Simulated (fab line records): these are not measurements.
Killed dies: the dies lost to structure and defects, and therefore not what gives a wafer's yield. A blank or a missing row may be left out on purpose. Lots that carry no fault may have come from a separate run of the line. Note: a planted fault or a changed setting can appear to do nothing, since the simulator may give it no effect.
Chamber matching -- flow n5Finfet -- N5_STI_FIN_REVEAL_CMP_04 on cmp-02 has 4 sister chambers
The step polishes, stops on Si3N4, t overpolish 4 s, target thk 131.83 nm. 4 wafers are shown with their chamber, then 8 later ones without.

## EACH WAFER AND ITS CHAMBER
wafer,chamber,motorCurrentA (A)
L090.4,0,8.1
L091.1,1,9.2
L091.2,3,8.1
L092.1,2,8.3

## WAFERS WHOSE CHAMBER IS MISSING
wafer,motorCurrentA (A)
L092.4,8.8
L092.6,8.7
L095.2,8.2
L095.3,8.7
L095.5,9.0
L097.1,8.3
L097.2,9.1
L097.4,8.8

## WHICH CHAMBER EACH ONE RAN IN
wafer,from the rows above,in truth
L092.4,can't be placed: 1 or 2 or 0 or 3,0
L092.6,can't be placed: 2 or 1 or 0 or 3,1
L095.2,can't be placed: 0 or 3 or 2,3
L095.3,can't be placed: 2 or 1 or 0 or 3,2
L095.5,can't be placed: 1 or 2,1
L097.1,can't be placed: 2 or 0 or 3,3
L097.2,1,1
L097.4,can't be placed: 1 or 2 or 0 or 3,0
1 of 8 placed correctly. From these rows, 7 cannot be placed; in 7 the true chamber is one of the candidates. Wrongly placed: 0.
How it was worked out, from the rows above alone: a wafer's distance from a chamber is the root of the sum, over the readings, of the square of ((its reading less the chamber's mean) divided by the reading's scatter). The wafer belongs to the nearest chamber; if the next one is less than 2 further off, it can't be placed. Each chamber's mean is taken over the wafers shown for it. The scatter: root of mean squared gap, hidden wafer to nearest shown wafer, with one shown wafer a chamber.
